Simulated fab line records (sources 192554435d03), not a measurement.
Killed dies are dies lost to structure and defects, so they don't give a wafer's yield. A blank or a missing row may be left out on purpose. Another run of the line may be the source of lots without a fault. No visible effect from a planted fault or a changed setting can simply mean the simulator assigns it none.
fab line records	flow n5Finfet
record lots=24	wafers=72	lastDay=18
route steps=1938 shown BEOL_M4@1093 BEOL_M5@1130
lots with no fault: from the same line, run without faults
startH: start of the lot's first displayed wafer, in hours after the record's first day	waitH: hours since the lot's step before	" unchanged from the row above	L1.1+2: a row that stands for several wafers	- either no value or no given start	* or withheld: withheld	< > ~ a bound
route shown NAME@n: NAME is a module with steps in the file, n the number in the route of the first one	usual: mean/standard deviation of fault-free wafers	same: alike in all rows	chamber/n: place in a boat	sites: the reading at each site	_std_site: how widely they spread, as a standard deviation	_edge_site: inner sites' mean taken away from outer sites' mean	radiusMm: how far each site lies from the wafer's centre	mask NAME#n: copy n	behind: the last tool/chamber to shape the wafer	hold: what put the lot on hold/how long, in hours/how the hold closed	device: names the non-switching transistor (n, p or np)	end of line: the route-end tests of the same wafers	a step without rows: its recipe alone	killed: dies lost to structure and defects at the first sort, not the wafer's yield	map: a wafer's dies, marking killed ones x, the rest . and places with no die _
set.NAME: setting as actually run; set.NAME@STEP: the setting as run at that earlier step	model.NAME: the simulator's own value behind a step, which no gauge read
a sample of lots followed through the steps of the route, with each step as a table and each wafer as a row
services: the hour from which a tool's chamber was out of use, counted from the record's first day as startH (under 0 if before that day), plus the number of hours and why
## steps
# step N5_BEOL_M4_ANNEAL_89
# recipe tempC=400	timeS=240	ambient=vacuum
# usual heaterPowerW=829/60	susceptorTempC=400.00/0.22	susceptor_temp_C_max=400.9/0.38
lot.wafer	tool	chamber	startH	waitH	heaterPowerW	susceptorTempC	susceptor_temp_C_max
L074.2	pvdSputter-01	-	180.93	0.0	781	400.17	400.9
L074.5	"	-	"	"	858	399.94	400.7
L074.6	"	-	"	"	796	400.11	400.7
L076.3	pvdSputter-03	-	184.33	0.0	797	400.00	400.6
L076.5	"	-	"	"	781	399.86	401.2
L076.6	"	-	"	"	740	399.56	400.2
L077.1	pvdSputter-01	-	187.65	0.0	776	400.16	401.0
L077.3	"	-	"	"	790	400.40	401.0
L077.6	"	-	"	"	794	400.13	400.7
L075.1	pvdSputter-03	-	189.33	0.0	925	399.77	400.9
L075.2	"	-	"	"	749	400.34	401.0
L075.6	"	-	"	"	756	399.88	401.4
L079.1	pvdSputter-03	-	192.97	0.0	798	400.18	400.8
L079.4	"	-	"	"	758	399.76	400.5
L079.5	"	-	"	"	923	400.36	401.7
L078.1	pvdSputter-02	-	197.27	0.0	807	400.04	400.9
L078.2	"	-	"	"	824	400.32	401.3
L078.6	"	-	"	"	846	400.10	401.0
L080.3	pvdSputter-02	-	199.48	0.0	814	400.01	400.8
L080.4	"	-	"	"	918	399.97	401.4
L080.5	"	-	"	"	835	399.76	400.3
L081.1	pvdSputter-01	-	221.18	0.0	805	400.03	400.9
L081.2	"	-	"	"	867	399.97	400.9
L081.5	"	-	"	"	784	399.88	400.7
L082.2	pvdSputter-02	-	224.73	0.0	858	400.22	401.4
L082.5	"	-	"	"	840	400.17	401.4
L082.6	"	-	"	"	933	399.79	401.0
L083.2	pvdSputter-02	-	227.53	0.0	823	399.84	400.6
L083.4	"	-	"	"	816	400.04	400.7
L083.6	"	-	"	"	930	400.04	401.2
L084.1	pvdSputter-03	-	227.87	0.0	946	400.50	401.5
L084.3	"	-	"	"	790	400.03	400.5
L084.5	"	-	"	"	753	400.19	401.6
L086.3	pvdSputter-02	-	255.09	0.0	804	399.64	400.6
L086.5	"	-	"	"	858	400.12	401.5
L086.6	"	-	"	"	817	399.74	400.7
L088.2	pvdSputter-03	-	255.09	0.0	747	400.42	401.1
L088.3	"	-	"	"	921	400.02	401.8
L088.6	"	-	"	"	796	399.91	400.4
L087.2	pvdSputter-01	-	257.31	0.0	860	399.87	400.5
L087.4	"	-	"	"	775	399.81	400.5
L087.5	"	-	"	"	815	400.08	401.2
L085.3	pvdSputter-03	-	257.93	0.0	785	400.33	401.7
L085.4	"	-	"	"	764	399.87	400.6
L085.5	"	-	"	"	753	400.15	401.1
L090.1	pvdSputter-03	-	260.74	0.0	787	400.19	400.7
L090.2	"	-	"	"	764	399.98	401.5
L090.3	"	-	"	"	947	399.83	401.0
L089.1	pvdSputter-02	-	261.31	0.0	859	400.26	401.4
L089.3	"	-	"	"	823	400.30	401.3
L089.4	"	-	"	"	944	399.92	401.1
L092.2	pvdSputter-03	-	272.23	0.0	929	400.08	401.2
L092.4	"	-	"	"	759	400.00	400.6
L092.5	"	-	"	"	767	399.79	401.3
L091.2	pvdSputter-02	-	276.41	0.0	861	400.32	401.4
L091.4	"	-	"	"	838	399.67	400.7
L091.6	"	-	"	"	871	400.23	401.1
L093.2	pvdSputter-02	-	292.95	0.0	830	399.56	400.6
L093.3	"	-	"	"	819	400.03	400.7
L093.4	"	-	"	"	949	400.08	401.6
L095.4	pvdSputter-01	-	293.65	0.0	785	400.20	400.8
L095.5	"	-	"	"	805	399.89	400.6
L095.6	"	-	"	"	794	400.12	400.8
L094.3	pvdSputter-02	-	295.07	0.0	839	400.16	400.8
L094.4	"	-	"	"	834	399.70	400.7
L094.6	"	-	"	"	866	400.01	401.0
L096.2	pvdSputter-01	-	304.17	0.0	792	400.04	400.9
L096.3	"	-	"	"	863	400.25	401.0
L096.5	"	-	"	"	777	400.11	400.8
L097.1	pvdSputter-03	-	327.05	0.0	766	400.34	401.7
L097.4	"	-	"	"	741	400.06	400.7
L097.5	"	-	"	"	938	400.15	401.2
# step N5_BEOL_M4_SPUTTER_94
# recipe material=Cu	targetThkA=45	tempC=-20	chamberPressurePa=0.07	powerW=withheld	timeS=8.29
# usual susceptorTempC=-19.99/0.11	throttleValvePct=30.0/0.8
lot.wafer	tool	chamber	startH	waitH	susceptorTempC	throttleValvePct
L074.2	pvdSputter-01	-	181.51	0.1	-20.01	30.2
L074.5	"	-	"	"	-19.82	28.4
L074.6	"	-	"	"	-20.15	29.4
L076.3	pvdSputter-03	-	184.91	0.1	-19.98	30.0
L076.5	"	-	"	"	-19.74	30.8
L076.6	"	-	"	"	-20.00	30.7
L077.1	pvdSputter-01	-	188.23	0.1	-20.01	29.6
L077.3	"	-	"	"	-20.19	30.4
L077.6	"	-	"	"	-20.19	30.3
L075.1	pvdSputter-03	-	189.91	0.1	-20.00	31.4
L075.2	"	-	"	"	-20.06	30.8
L075.6	"	-	"	"	-19.83	30.4
L079.1	pvdSputter-03	-	193.55	0.1	-20.06	29.8
L079.4	"	-	"	"	-20.02	31.1
L079.5	"	-	"	"	-19.89	31.1
L078.1	pvdSputter-02	-	197.85	0.1	-19.90	29.6
L078.2	"	-	"	"	-20.10	29.8
L078.6	"	-	"	"	-19.86	28.9
L080.3	pvdSputter-02	-	200.06	0.1	-20.23	29.4
L080.4	"	-	"	"	-20.07	30.7
L080.5	"	-	"	"	-20.09	29.4
L081.1	pvdSputter-01	-	221.76	0.1	-19.97	29.5
L081.2	"	-	"	"	-19.87	28.1
L081.5	"	-	"	"	-19.90	30.2
L082.2	pvdSputter-02	-	225.31	0.1	-20.19	28.9
L082.5	"	-	"	"	-20.07	29.8
L082.6	"	-	"	"	-19.99	30.8
L083.2	pvdSputter-02	-	228.11	0.1	-20.31	29.3
L083.4	"	-	"	"	-20.00	29.7
L083.6	"	-	"	"	-19.93	30.7
L084.1	pvdSputter-03	-	228.45	0.1	-20.06	31.1
L084.3	"	-	"	"	-20.02	29.9
L084.5	"	-	"	"	-19.99	30.6
L086.3	pvdSputter-02	-	255.67	0.1	-20.00	29.4
L086.5	"	-	"	"	-20.03	29.0
L086.6	"	-	"	"	-20.00	29.8
L088.2	pvdSputter-03	-	255.67	0.1	-19.86	30.7
L088.3	"	-	"	"	-20.05	31.2
L088.6	"	-	"	"	-20.14	30.2
L087.2	pvdSputter-01	-	257.89	0.1	-20.09	28.1
L087.4	"	-	"	"	-20.09	29.4
L087.5	"	-	"	"	-19.96	29.3
L085.3	pvdSputter-03	-	258.51	0.1	-20.02	30.5
L085.4	"	-	"	"	-20.01	30.9
L085.5	"	-	"	"	-20.02	31.0
L090.1	pvdSputter-03	-	261.32	0.1	-20.19	30.2
L090.2	"	-	"	"	-19.77	30.5
L090.3	"	-	"	"	-20.00	31.1
L089.1	pvdSputter-02	-	261.89	0.1	-20.07	29.0
L089.3	"	-	"	"	-19.98	29.9
L089.4	"	-	"	"	-20.09	30.7
L092.2	pvdSputter-03	-	272.81	0.1	-19.85	30.8
L092.4	"	-	"	"	-20.06	31.0
L092.5	"	-	"	"	-19.86	30.6
L091.2	pvdSputter-02	-	276.99	0.1	-19.83	29.0
L091.4	"	-	"	"	-20.11	29.7
L091.6	"	-	"	"	-19.82	29.0
L093.2	pvdSputter-02	-	293.53	0.1	-19.97	28.9
L093.3	"	-	"	"	-19.95	29.5
L093.4	"	-	"	"	-20.01	30.7
L095.4	pvdSputter-01	-	294.23	0.1	-20.02	30.3
L095.5	"	-	"	"	-19.83	29.4
L095.6	"	-	"	"	-20.04	30.3
L094.3	pvdSputter-02	-	295.65	0.1	-19.90	29.3
L094.4	"	-	"	"	-20.17	29.0
L094.6	"	-	"	"	-19.90	28.8
L096.2	pvdSputter-01	-	304.75	0.1	-20.02	29.4
L096.3	"	-	"	"	-20.01	28.2
L096.5	"	-	"	"	-19.88	30.3
L097.1	pvdSputter-03	-	327.63	0.1	-19.98	30.6
L097.4	"	-	"	"	-19.97	30.7
L097.5	"	-	"	"	-20.05	30.8
# step N5_BEOL_M4_ANNEAL_51
# recipe tempC=225	timeS=90	ambient=N2
# usual annealTempCMax=226.25/0.26	wafer_temp_C_max=226.3/0.58
lot.wafer	tool	chamber	startH	waitH	annealTempCMax	wafer_temp_C_max
L074.2	rtpAnneal-02	0	181.97	0.1	226.26	226.8
L074.5	"	0	"	"	225.66	227.1
L074.6	"	0	"	"	226.06	226.7
L076.3	rtpAnneal-02	0	185.42	0.1	226.17	227.4
L076.5	"	0	"	"	226.50	227.7
L076.6	"	0	"	"	226.84	227.9
L077.1	rtpAnneal-02	0	188.65	0.1	225.93	226.6
L077.3	"	0	"	"	225.83	226.6
L077.6	"	0	"	"	225.96	226.7
L075.1	rtpAnneal-02	0	190.33	0.1	226.55	226.5
L075.2	"	0	"	"	226.50	226.7
L075.6	"	0	"	"	226.62	226.5
L079.1	rtpAnneal-01	0	193.97	0.1	226.07	226.1
L079.4	"	0	"	"	226.27	225.8
L079.5	"	0	"	"	226.44	226.0
L078.1	rtpAnneal-01	0	198.46	0.3	226.20	226.3
L078.2	"	0	"	"	226.11	225.9
L078.6	"	0	"	"	226.21	225.9
L080.3	rtpAnneal-02	0	200.65	0.2	226.09	226.7
L080.4	"	0	"	"	226.10	226.9
L080.5	"	0	"	"	226.09	226.6
L081.1	rtpAnneal-01	0	222.41	0.3	226.38	225.9
L081.2	"	0	"	"	226.28	225.8
L081.5	"	0	"	"	226.89	226.2
L082.2	rtpAnneal-02	0	225.93	0.2	226.05	227.9
L082.5	"	0	"	"	225.95	226.6
L082.6	"	0	"	"	225.81	227.3
L083.2	rtpAnneal-02	0	228.57	0.1	225.53	226.7
L083.4	"	0	"	"	225.92	226.9
L083.6	"	0	"	"	226.43	227.6
L084.1	rtpAnneal-01	0	228.93	0.1	226.23	225.8
L084.3	"	0	"	"	226.19	226.1
L084.5	"	0	"	"	225.98	225.8
L086.3	rtpAnneal-01	0	256.34	0.3	225.83	226.1
L086.5	"	0	"	"	226.53	226.1
L086.6	"	0	"	"	226.45	226.3
L088.2	rtpAnneal-01	0	256.75	0.7	226.78	226.1
L088.3	"	0	"	"	226.52	226.0
L088.6	"	0	"	"	226.57	226.0
L087.2	rtpAnneal-02	0	258.36	0.1	225.93	226.8
L087.4	"	0	"	"	226.05	227.0
L087.5	"	0	"	"	225.70	226.5
L085.3	rtpAnneal-01	0	259.30	0.4	226.07	226.7
L085.4	"	0	"	"	226.57	225.7
L085.5	"	0	"	"	226.40	226.1
L090.1	rtpAnneal-01	0	261.74	0.1	226.51	225.9
L090.2	"	0	"	"	226.22	225.6
L090.3	"	0	"	"	226.53	225.6
L089.1	rtpAnneal-01	0	262.31	0.1	226.18	226.4
L089.3	"	0	"	"	225.84	225.6
L089.4	"	0	"	"	226.04	226.0
L092.2	rtpAnneal-02	0	273.27	0.1	226.35	226.8
L092.4	"	0	"	"	226.18	226.9
L092.5	"	0	"	"	226.54	227.8
L091.2	rtpAnneal-01	0	279.31	2.0	226.17	226.3
L091.4	"	0	"	"	226.22	226.2
L091.6	"	0	"	"	226.29	225.9
L093.2	rtpAnneal-01	0	295.66	1.8	225.96	226.0
L093.3	"	0	"	"	226.00	226.0
L093.4	"	0	"	"	226.72	226.0
L095.4	rtpAnneal-01	0	296.20	1.6	226.33	226.2
L095.5	"	0	"	"	226.00	225.6
L095.6	"	0	"	"	226.35	225.6
L094.3	rtpAnneal-01	0	296.88	0.9	226.37	225.9
L094.4	"	0	"	"	226.55	226.1
L094.6	"	0	"	"	226.01	225.9
L096.2	rtpAnneal-01	0	308.38	3.3	226.17	225.9
L096.3	"	0	"	"	226.58	225.8
L096.5	"	0	"	"	226.80	225.8
L097.1	rtpAnneal-01	0	331.15	3.1	226.11	226.2
L097.4	"	0	"	"	226.51	225.9
L097.5	"	0	"	"	226.15	226.2
# step N5_BEOL_M5_ETCH_72
# recipe chemistry=N2/H2	target=underlayer	targetDepthA=65	maskMaterial=CAR-EUV	timeS=5.2	ionEnergyEv=200	pressureMtorr=30	sourceW=840	biasW=150	n2FlowSccm=200	h2FlowSccm=200	ends=cleared
# usual chamberPressureMTorr=30.00/0.035	drypumpMotorCurrentA=5.8/0.62	etchRfOnTimeS=5.22/0.12	oesProductAu=0.66/0.08	rfVppV=523.6/2.6	showerheadPlenumPTorr=2.53/0.078	throttleValvePct=17.8/0.36
lot.wafer	tool	chamber	startH	waitH	chamberPressureMTorr	drypumpMotorCurrentA	etchRfOnTimeS	oesProductAu	rfHoursCounterH	rfVppV	showerheadPlenumPTorr	throttleValvePct
L074.2	rieDiel-04	1	185.85	0.0	30.03	5.3	5.15	0.70	90	521.8	2.46	17.6
L074.5	"	3	"	"	29.98	6.3	5.13	0.63	-	523.8	2.51	17.8
L074.6	"	2	"	"	30.04	5.2	5.26	0.64	-	524.7	2.54	17.6
L076.3	rieDiel-03	3	191.19	0.0	29.97	5.8	5.32	0.66	98	525.1	2.58	17.7
L076.5	"	0	"	"	30.01	5.1	5.35	0.58	-	521.6	2.49	18.1
L076.6	"	1	"	"	29.89	6.3	5.27	0.59	-	527.6	2.62	17.6
L077.1	rieDiel-04	2	192.46	0.0	30.02	5.2	5.36	0.63	151	523.0	2.54	17.5
L077.3	"	0	"	"	30.04	5.9	5.24	0.64	134	516.6	2.36	17.9
L077.6	"	2	"	"	30.03	5.2	5.28	0.63	-	523.3	2.54	17.6
L075.1	rieDiel-02	1	194.78	0.0	30.02	6.6	5.29	0.58	206	527.4	2.64	18.1
L075.2	"	2	"	"	30.00	4.7	5.06	0.82	6	524.9	2.60	17.7
L075.6	"	0	"	"	30.03	5.8	5.42	0.59	-	527.1	2.63	18.5
L079.1	rieDiel-04	0	198.37	0.0	29.99	5.9	5.32	0.64	136	518.4	2.36	17.9
L079.4	"	2	"	"	30.04	5.2	5.36	0.62	153	522.8	2.53	17.5
L079.5	"	2	"	"	30.00	5.2	5.32	0.64	-	522.8	2.54	17.5
L078.1	rieDiel-02	0	203.80	0.0	30.00	5.7	5.54	0.58	229	527.2	2.63	18.5
L078.2	"	1	"	"	30.00	6.6	5.37	0.58	209	526.7	2.64	18.1
L078.6	"	0	"	"	29.98	5.7	5.46	0.58	-	524.9	2.63	18.5
L080.3	rieDiel-02	0	204.50	0.0	29.96	5.7	5.40	0.58	230	526.5	2.63	18.5
L080.4	"	2	"	"	30.04	4.7	5.02	0.81	8	525.1	2.60	17.6
L080.5	"	2	"	"	30.05	4.7	5.01	0.80	-	526.2	2.60	17.6
L081.1	rieDiel-03	0	226.42	0.0	30.06	5.1	5.17	0.59	247	521.8	2.49	18.1
L081.2	"	2	"	"	30.00	5.6	5.19	0.61	218	522.5	2.50	18.1
L081.5	"	1	"	"	29.97	6.3	5.21	0.59	-	524.3	2.61	17.6
L082.2	rieDiel-02	1	229.46	0.0	30.02	6.6	5.34	0.58	217	524.7	2.63	18.2
L082.5	"	3	"	"	29.98	6.6	5.14	0.73	-	521.4	2.46	17.3
L082.6	"	2	"	"	29.97	4.7	5.12	0.78	-	528.3	2.59	17.7
L083.2	rieDiel-04	1	232.78	0.0	29.96	5.3	5.17	0.70	98	520.3	2.46	17.6
L083.4	"	2	"	"	30.00	5.2	5.29	0.62	164	523.9	2.53	17.6
L083.6	"	0	"	"	30.03	5.9	5.26	0.63	-	518.1	2.36	17.9
L084.1	rieDiel-02	0	233.17	0.0	30.02	5.8	5.50	0.59	238	524.4	2.63	18.6
L084.3	"	3	"	"	30.04	6.6	5.10	0.72	63	523.0	2.46	17.3
L084.5	"	0	"	"	29.98	5.8	5.43	0.58	-	526.9	2.62	18.5
L086.3	rieDiel-03	3	259.90	0.0	30.06	5.8	5.26	0.65	120	526.6	2.57	17.8
L086.5	"	3	"	"	30.01	5.8	5.21	0.65	-	525.7	2.57	17.8
L086.6	"	0	"	"	30.05	5.1	5.13	0.83	-	523.0	2.49	17.8
L088.2	rieDiel-02	3	260.11	0.0	30.02	6.6	5.09	0.72	71	517.5	2.45	17.3
L088.3	"	2	"	"	29.99	4.7	5.04	0.76	26	524.1	2.59	17.7
L088.6	"	3	"	"	30.00	6.7	5.09	0.72	-	523.8	2.45	17.3
L087.2	rieDiel-02	2	262.73	0.0	29.95	4.6	5.08	0.77	26	525.5	2.59	17.7
L087.4	"	0	"	"	29.98	5.8	5.41	0.59	245	525.9	2.62	18.6
L087.5	"	0	"	"	29.96	5.7	5.42	0.57	-	526.8	2.62	18.5
L085.3	rieDiel-02	2	262.96	0.0	29.98	4.7	5.11	0.76	26	521.8	2.59	17.7
L085.4	"	3	"	"	29.97	6.6	5.11	0.71	72	521.7	2.45	17.3
L085.5	"	0	"	"	30.04	5.8	5.46	0.58	-	526.9	2.62	18.6
L090.1	rieDiel-04	3	265.06	0.0	29.97	6.3	5.17	0.60	228	522.1	2.50	17.8
L090.2	"	1	"	"	29.96	5.3	5.20	0.68	109	521.9	2.46	17.6
L090.3	"	2	"	"	30.01	5.2	5.30	0.61	174	522.7	2.53	17.6
L089.1	rieDiel-04	3	266.23	0.0	29.99	6.3	5.16	0.61	228	521.4	2.50	17.8
L089.3	"	1	"	"	30.01	5.3	5.16	0.71	110	520.6	2.45	17.6
L089.4	"	0	"	"	29.97	5.9	5.24	0.63	156	519.2	2.35	17.9
L092.2	rieDiel-04	3	276.89	0.0	30.03	6.2	5.23	0.60	231	524.1	2.50	17.8
L092.4	"	2	"	"	29.96	5.2	5.36	0.61	178	524.6	2.53	17.6
L092.5	"	3	"	"	30.08	6.2	5.23	0.60	-	521.1	2.50	17.8
L091.2	rieDiel-02	3	283.66	0.0	30.07	6.6	5.01	0.71	80	521.9	2.45	17.3
L091.4	"	3	"	"	29.97	6.6	5.02	0.72	-	522.2	2.45	17.3
L091.6	"	2	"	"	29.94	4.7	5.13	0.74	-	525.7	2.58	17.7
L093.2	rieDiel-03	3	299.80	0.0	30.06	5.8	5.20	0.64	130	524.1	2.57	17.8
L093.3	"	0	"	"	29.97	5.1	5.14	0.81	8	523.5	2.49	17.7
L093.4	"	2	"	"	29.94	5.6	5.22	0.61	238	522.6	2.49	18.1
L095.4	rieDiel-03	1	300.03	0.0	30.01	6.3	5.07	0.81	5	524.9	2.60	17.2
L095.5	"	1	"	"	29.96	6.3	5.02	0.81	-	527.7	2.60	17.3
L095.6	"	0	"	"	29.95	5.1	5.08	0.82	-	520.7	2.49	17.8
L094.3	rieDiel-02	3	300.59	0.0	30.01	6.7	4.98	0.71	87	522.8	2.45	17.3
L094.4	"	2	"	"	29.96	4.7	5.05	0.74	41	525.4	2.58	17.7
L094.6	"	3	"	"	29.96	6.6	5.02	0.70	-	522.8	2.45	17.3
L096.2	rieDiel-03	1	312.57	0.0	30.02	6.3	5.12	0.79	9	527.2	2.60	17.3
L096.3	"	0	"	"	29.97	5.1	5.11	0.79	11	521.0	2.48	17.8
L096.5	"	1	"	"	30.03	6.3	5.22	0.80	-	525.0	2.60	17.2
L097.1	rieDiel-03	2	334.60	0.0	29.98	5.6	5.17	0.60	250	522.5	2.48	18.1
L097.4	"	3	"	"	30.00	5.8	5.27	0.62	-	524.2	2.56	17.8
L097.5	"	2	"	"	30.01	5.6	5.22	0.60	-	522.5	2.48	18.1
# step N5_BEOL_M5_DEGAS_44
# recipe ambient=vacuum	tempC=250	timeS=60
# usual heaterPowerW=335/24	susceptorTempC=250.01/0.18
lot.wafer	tool	chamber	startH	waitH	heaterPowerW	susceptorTempC
L074.2	pvdSputter-02	-	190.63	0.4	342	250.12
L074.5	"	-	"	"	323	250.21
L074.6	"	-	"	"	345	249.59
L076.3	pvdSputter-01	-	196.86	0.7	327	250.08
L076.5	"	-	"	"	308	249.75
L076.6	"	-	"	"	326	249.64
L077.1	pvdSputter-03	-	197.99	1.0	301	250.25
L077.3	"	-	"	"	376	250.07
L077.6	"	-	"	"	327	249.92
L075.1	pvdSputter-02	-	198.22	0.3	352	250.02
L075.2	"	-	"	"	327	250.08
L075.6	"	-	"	"	376	250.02
L079.1	pvdSputter-03	-	204.43	1.3	301	250.21
L079.4	"	-	"	"	306	249.84
L079.5	"	-	"	"	316	249.94
L080.3	pvdSputter-01	-	207.24	0.3	317	249.97
L080.4	"	-	"	"	321	250.16
L080.5	"	-	"	"	347	249.98
L078.1	pvdSputter-01	-	207.32	1.0	339	250.23
L078.2	"	-	"	"	324	250.03
L078.6	"	-	"	"	346	250.42
L081.1	pvdSputter-02	-	229.44	0.3	325	249.86
L081.2	"	-	"	"	340	249.71
L081.5	"	-	"	"	319	250.14
L082.2	pvdSputter-02	-	232.50	0.8	319	250.22
L082.5	"	-	"	"	345	249.92
L082.6	"	-	"	"	329	250.04
L083.2	pvdSputter-02	-	235.82	0.5	333	249.98
L083.4	"	-	"	"	322	250.05
L083.6	"	-	"	"	324	249.91
L084.1	pvdSputter-02	-	235.98	0.3	347	250.15
L084.3	"	-	"	"	372	250.06
L084.5	"	-	"	"	328	250.05
L086.3	pvdSputter-01	-	263.49	0.8	315	250.04
L086.5	"	-	"	"	353	249.98
L086.6	"	-	"	"	320	250.00
L088.2	pvdSputter-03	-	263.54	0.7	326	250.18
L088.3	"	-	"	"	374	250.35
L088.6	"	-	"	"	373	250.38
L087.2	pvdSputter-01	-	265.29	0.4	310	250.12
L087.4	"	-	"	"	356	250.33
L087.5	"	-	"	"	317	250.09
L085.3	pvdSputter-03	-	268.85	3.3	325	250.14
L085.4	"	-	"	"	303	249.70
L085.5	"	-	"	"	298	250.01
L090.1	pvdSputter-03	-	270.19	0.5	326	249.99
L090.2	"	-	"	"	380	250.23
L090.3	"	-	"	"	297	249.95
L089.1	pvdSputter-03	-	270.43	0.6	305	249.77
L089.3	"	-	"	"	391	249.94
L089.4	"	-	"	"	325	250.04
L092.2	pvdSputter-02	-	280.19	1.5	340	249.78
L092.4	"	-	"	"	339	250.18
L092.5	"	-	"	"	346	249.97
L091.2	pvdSputter-01	-	287.33	0.4	315	249.81
L091.4	"	-	"	"	350	249.95
L091.6	"	-	"	"	332	250.31
L093.2	pvdSputter-02	-	304.13	0.5	339	249.90
L093.3	"	-	"	"	382	249.83
L093.4	"	-	"	"	328	250.02
L095.4	pvdSputter-02	-	304.21	0.4	332	250.04
L095.5	"	-	"	"	332	249.62
L095.6	"	-	"	"	368	249.63
L094.3	pvdSputter-03	-	304.50	0.4	306	249.71
L094.4	"	-	"	"	373	249.97
L094.6	"	-	"	"	310	249.88
L096.2	pvdSputter-01	-	315.37	0.8	316	249.68
L096.3	"	-	"	"	329	249.75
L096.5	"	-	"	"	319	249.86
L097.1	pvdSputter-02	-	337.60	0.3	348	250.17
L097.4	"	-	"	"	328	250.11
L097.5	"	-	"	"	380	250.23
# step N5_BEOL_M5_SPUTTER_90
# recipe material=Cu	targetThkA=45	tempC=-20	chamberPressurePa=0.07	powerW=withheld	timeS=8.29
# usual susceptorTempC=-20.00/0.1	throttleValvePct=29.8/0.86
lot.wafer	tool	chamber	startH	waitH	susceptorTempC	throttleValvePct
L074.2	pvdSputter-01	-	195.82	0.5	-19.90	29.5
L074.5	"	-	"	"	-19.94	30.7
L074.6	"	-	"	"	-20.10	28.2
L076.3	pvdSputter-01	-	202.15	0.5	-19.93	29.2
L076.5	"	-	"	"	-19.98	30.1
L076.6	"	-	"	"	-20.05	28.0
L077.1	pvdSputter-03	-	202.97	0.5	-19.95	30.9
L077.3	"	-	"	"	-20.15	30.9
L077.6	"	-	"	"	-20.01	31.1
L075.1	pvdSputter-02	-	204.74	0.5	-20.01	28.9
L075.2	"	-	"	"	-19.84	30.8
L075.6	"	-	"	"	-19.96	30.7
L079.1	pvdSputter-03	-	211.47	2.3	-19.91	30.9
L079.4	"	-	"	"	-20.02	30.0
L079.5	"	-	"	"	-19.93	31.2
L080.3	pvdSputter-02	-	212.21	0.5	-19.99	29.7
L080.4	"	-	"	"	-20.00	29.3
L080.5	"	-	"	"	-19.92	29.5
L078.1	pvdSputter-01	-	212.24	0.5	-20.09	29.6
L078.2	"	-	"	"	-20.10	29.5
L078.6	"	-	"	"	-20.04	29.6
L081.1	pvdSputter-01	-	235.23	0.5	-20.20	30.4
L081.2	"	-	"	"	-19.82	28.0
L081.5	"	-	"	"	-20.05	30.3
L083.2	pvdSputter-01	-	240.95	0.5	-20.07	29.3
L083.4	"	-	"	"	-19.92	30.1
L083.6	"	-	"	"	-19.92	28.2
L084.1	pvdSputter-02	-	241.07	0.5	-19.89	30.8
L084.3	"	-	"	"	-20.13	29.1
L084.5	"	-	"	"	-19.90	29.8
L082.2	pvdSputter-03	-	243.35	0.5	-19.85	30.9
L082.5	"	-	"	"	-19.97	30.9
L082.6	"	-	"	"	-19.96	30.9
L086.3	pvdSputter-03	-	268.65	0.5	-19.86	30.8
L086.5	"	-	"	"	-20.03	30.9
L086.6	"	-	"	"	-20.10	30.9
L088.2	pvdSputter-02	-	269.02	0.5	-20.01	29.5
L088.3	"	-	"	"	-19.74	29.1
L088.6	"	-	"	"	-20.05	29.5
L087.2	pvdSputter-01	-	270.26	0.5	-20.02	29.5
L087.4	"	-	"	"	-20.07	28.2
L087.5	"	-	"	"	-19.98	29.3
L085.3	pvdSputter-02	-	273.85	0.5	-19.98	29.6
L085.4	"	-	"	"	-20.02	29.0
L085.5	"	-	"	"	-19.81	29.3
L090.1	pvdSputter-01	-	275.53	0.5	-19.97	29.4
L090.2	"	-	"	"	-19.89	29.8
L090.3	"	-	"	"	-20.06	28.0
L089.1	pvdSputter-03	-	277.90	0.5	-20.23	30.7
L089.3	"	-	"	"	-20.04	31.0
L089.4	"	-	"	"	-20.06	31.4
L092.2	pvdSputter-01	-	285.09	0.5	-20.01	29.6
L092.4	"	-	"	"	-20.15	28.4
L092.5	"	-	"	"	-19.99	30.5
L091.2	pvdSputter-01	-	292.29	0.5	-19.84	29.4
L091.4	"	-	"	"	-20.15	28.2
L091.6	"	-	"	"	-20.04	30.3
L095.4	pvdSputter-02	-	309.17	0.5	-20.13	30.7
L095.5	"	-	"	"	-20.06	29.4
L095.6	"	-	"	"	-20.09	30.7
L093.2	pvdSputter-01	-	309.40	0.5	-19.97	29.3
L093.3	"	-	"	"	-20.17	28.0
L093.4	"	-	"	"	-19.97	29.8
L094.3	pvdSputter-03	-	309.91	0.5	-20.12	29.9
L094.4	"	-	"	"	-20.08	30.8
L094.6	"	-	"	"	-19.96	30.7
L096.2	pvdSputter-01	-	321.69	1.8	-19.96	30.3
L096.3	"	-	"	"	-20.06	29.3
L096.5	"	-	"	"	-19.91	29.5
L097.1	pvdSputter-02	-	343.08	0.5	-19.90	29.8
L097.4	"	-	"	"	-19.92	30.9
L097.5	"	-	"	"	-19.81	28.8
## services
tool	chamber	startH	hours	kind
rieDiel-04	1	209.51	16.5	repair
rieDiel-02	0	238.33	5.8	repair
rieDiel-03	0	241.10	-	clean
rieDiel-03	0	241.10	-	consumableReplace:focusRing
rieDiel-03	0	241.10	13.3	scheduledDown
rieDiel-03	0	241.10	13.3	ventCycle
rieDiel-03	1	264.73	-	clean
rieDiel-03	1	264.73	-	consumableReplace:focusRing
rieDiel-03	1	264.73	16.1	scheduledDown
rieDiel-03	1	264.73	16.1	ventCycle
rieDiel-03	-	271.55	14.6	pm
rieDiel-02	0	274.53	-	clean
rieDiel-02	0	274.53	-	consumableReplace:focusRing
rieDiel-02	0	274.53	14.8	scheduledDown
rieDiel-02	0	274.53	14.8	ventCycle
rtpAnneal-02	-	276.12	56.7	pm
rieDiel-03	0	318.78	21.1	repair
rieDiel-04	0	319.25	5.6	repair
rieDiel-02	1	330.24	-	clean
rieDiel-02	1	330.24	-	consumableReplace:focusRing
rieDiel-02	1	330.24	18.0	scheduledDown
rieDiel-02	1	330.24	18.0	ventCycle
rieDiel-04	3	338.66	-	clean
rieDiel-04	3	338.66	-	consumableReplace:focusRing
## key
fault none
